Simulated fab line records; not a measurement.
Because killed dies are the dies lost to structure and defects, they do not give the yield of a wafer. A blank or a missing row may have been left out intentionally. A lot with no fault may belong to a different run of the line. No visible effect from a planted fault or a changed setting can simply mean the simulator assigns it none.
A lot that was struck, set against a sound lot -- flow n5-finfet -- 39 out of 1938 route steps
Sound: wafers L717.3, L717.4, L717.6. Struck: wafer L732.1; the same lot's L732.5 was not struck, so it is left out; see the end for the cause.
For every step that has rows: the tool of each side, followed by ch and its chambers, followed by its first start. Under that, the readings that differ: sound wafers -- struck wafers -- difference of the means -- sigmas: that difference in standard deviations of wafers without a fault.
alike: readings with means less than 2 such deviations apart, plus words and numbers identical on both sides. not compared: withheld readings, readings lacking a value on some wafer, bounds such as >300 that could conceal the same value, and numbers that have no deviation in the record and whose values overlap.
A row with sigmas, a row that says differs or no value, or rows on one side alone: a step with any of these is where the two part. When numbers do not overlap yet have no deviation, they are printed without sigmas and do not part them. A reading missing from all wafers of one side parts the sides only when that side holds two or more wafers.

first, 9 steps without rows for these wafers: N5_MOL_CONTACT_COAG_PRE_CLEAN_142 (time 60 s); N5_MOL_CONTACT_COAG_SPUTTER_130 (material Co, target thk 47.5 nm); N5_MOL_CONTACT_COAG_PRECLEAN_125 (cleans in DIW, time 57.5 s); N5_MOL_CONTACT_COAG_SRD_126 (dry time 32 s); N5_MOL_CONTACT_COAG_CMP_23 (polishes, stops on SiO2, t overpolish 1.5 s, target thk 0 nm); N5_MOL_CONTACT_COAG_WET_ETCH_26 (target Co, target depth 13 nm); N5_MOL_CONTACT_COAG_WET_ETCH_116 (etches the open film in SC1-inhibited, target depth 4.6 nm, rinse time 30 s); N5_MOL_CONTACT_COAG_ALD_27 (deposits SiOC, target thk 17 nm, pulse time 1.5 s, time 2720 s); N5_MOL_CONTACT_COAG_CMP_28 (polishes, stops on SiNx, t overpolish 0.85 s, target thk 14.522 nm).
N5_MOL_CONTACT_COAG_ALD_123: deposits SiNx, target thk 5 nm, pulse time 1 s, purge time 2 s.
  sound on ald-sin-01 ch 0,3, day 6 04:45; struck on ald-sin-01 ch 0, day 9 20:34
reading,sound,struck,difference,sigmas
ald-cycles,100 100 100,155,+55,
model.SiNx_of_MOL_CONTACT_COAG_ALD_123.thk-nm (nm),5 5 5,7.8,+2.8,
  alike: heater-power-w, precursor-pulse-height-rel
then, 26 steps without rows for these wafers: N5_MOL_CONTACT_COAG_PECVD_31 (deposits SiO2 from TEOS/O2, target thk 46 nm, time 8.9 s); N5_MOL_CONTACT_COAG_COAT_75 (time 60 s, resist thk 60 nm); N5_MOL_CONTACT_COAG_COAT_76 (time 60 s, resist thk 10 nm); N5_MOL_CONTACT_COAG_COAT_77 (time 60 s, resist thk 10 nm); N5_MOL_CONTACT_COAG_COAT_78 (resist thk 40 nm); N5_MOL_CONTACT_COAG_EBR_80; N5_MOL_CONTACT_COAG_SOFTBAKE_79 (time 60 s); N5_MOL_CONTACT_COAG_EXPOSE_81 (exposes mask VG, defocus 0 nm); N5_MOL_CONTACT_COAG_PEB_82 (peb time 60 s); N5_MOL_CONTACT_COAG_DEVELOP_83 (develop time 30 s); N5_MOL_CONTACT_COAG_DESCUM_88 (chemistry O2, time 7 s); N5_MOL_CONTACT_COAG_ETCH_89 (etches underlayer in N2/H2, target depth 13 nm, time 10.4 s); N5_MOL_CONTACT_COAG_ETCH_90 (etches SiARC in CF4, target depth 13 nm, time 21.7 s); N5_MOL_CONTACT_COAG_ALD_131 (deposits SiO2, target thk 5 nm, pulse time 1 s, co reactant pulse time 1 s); N5_MOL_CONTACT_COAG_ETCHBACK_132 (etches SiO2 in CHF3, target depth 10 nm, time 6.7 s); N5_MOL_CONTACT_COAG_ETCH_91 (etches SOC in N2/H2, target depth 60 nm, overetch 21 nm, time 101.2 s); N5_MOL_CONTACT_COAG_STRIP_92 (strips in N2/H2); N5_MOL_CONTACT_COAG_STRIP_93 (strips in N2/H2); N5_MOL_CONTACT_COAG_ETCHBACK_135 (etches SiO2 in CHF3, target depth 25 nm, time 16.7 s); N5_MOL_CONTACT_COAG_STRIP_118 (strips in CHF3); N5_MOL_CONTACT_COAG_VIA_ETCH_46 (etches SiO2 in C4F6/O2, target depth 46 nm, overetch 9.2 nm, time 40 s); N5_MOL_CONTACT_COAG_STRIP_96 (strips in N2/H2); N5_MOL_CONTACT_COAG_ETCH_47 (etches SiNx in CH3F/O2, stops on W, target depth 27 nm); N5_MOL_CONTACT_COAG_STRIP_119 (strips in N2/H2, time 30 s); N5_MOL_CONTACT_COAG_PRECLEAN_144 (cleans in alkaline clean, time 60 s); N5_MOL_CONTACT_COAG_SRD_145 (time 30 s).
N5_MOL_CONTACT_COAG_ETCH_124: etches SiNx in CH3F/O2, stops on SiOC, target depth 6.5 nm.
  sound on rie-diel-02 ch 1,3, day 6 08:13; struck on rie-diel-01 ch 0, day 9 23:42
reading,sound,struck,difference,sigmas
oes-product-au (a.u.),0.60 0.69 0.69,0.93,+0.27,+4
rf-hours-counter-h (h),- - -,17,no value on the sound wafers,
throttle-valve-pct (%),16.25 16.31 16.32,15.78,-0.51,-2
model.etch.depth-nm (nm),5.003 5.004 4.997,6.601,+1.600,
  alike: drypump-motor-current-A, oes_ar_750_au, rf-vpp-V, showerhead-plenum-p-Torr
-- the record jumps here: 3 days lie between the struck wafers' starts before and after (it left off in module MOL_CONTACT_COAG and takes up again in module BEOL_M4, whose first step shown is number 1111 of the route) --
N5_BEOL_M4_RC_MEAS_101:
  sound on prober-02 ch 0, day 8 21:19; struck on prober-01 ch 0, day 12 12:47
  alike: DIBL_N, DIBL_P, IOFF_N, IOFF_P, ION_N, ION_P, SS_N, SS_P, VT_N, VT_P
-- here the record skips 4 days between the struck wafers' starts before and after, leaving off in module BEOL_M4 and picking up in module PASSIVATION (first step shown: number 1936 of the route) --
N5_PASSIVATION_PROBE_49:
  record: rows for the struck wafers here (prober-02, day 16 10:02), none for the sound ones

## WHERE THEY PART
Earliest at N5_MOL_CONTACT_COAG_ETCH_124; latest, in this record, at N5_PASSIVATION_PROBE_49.

WHY: the cause the simulator had injected
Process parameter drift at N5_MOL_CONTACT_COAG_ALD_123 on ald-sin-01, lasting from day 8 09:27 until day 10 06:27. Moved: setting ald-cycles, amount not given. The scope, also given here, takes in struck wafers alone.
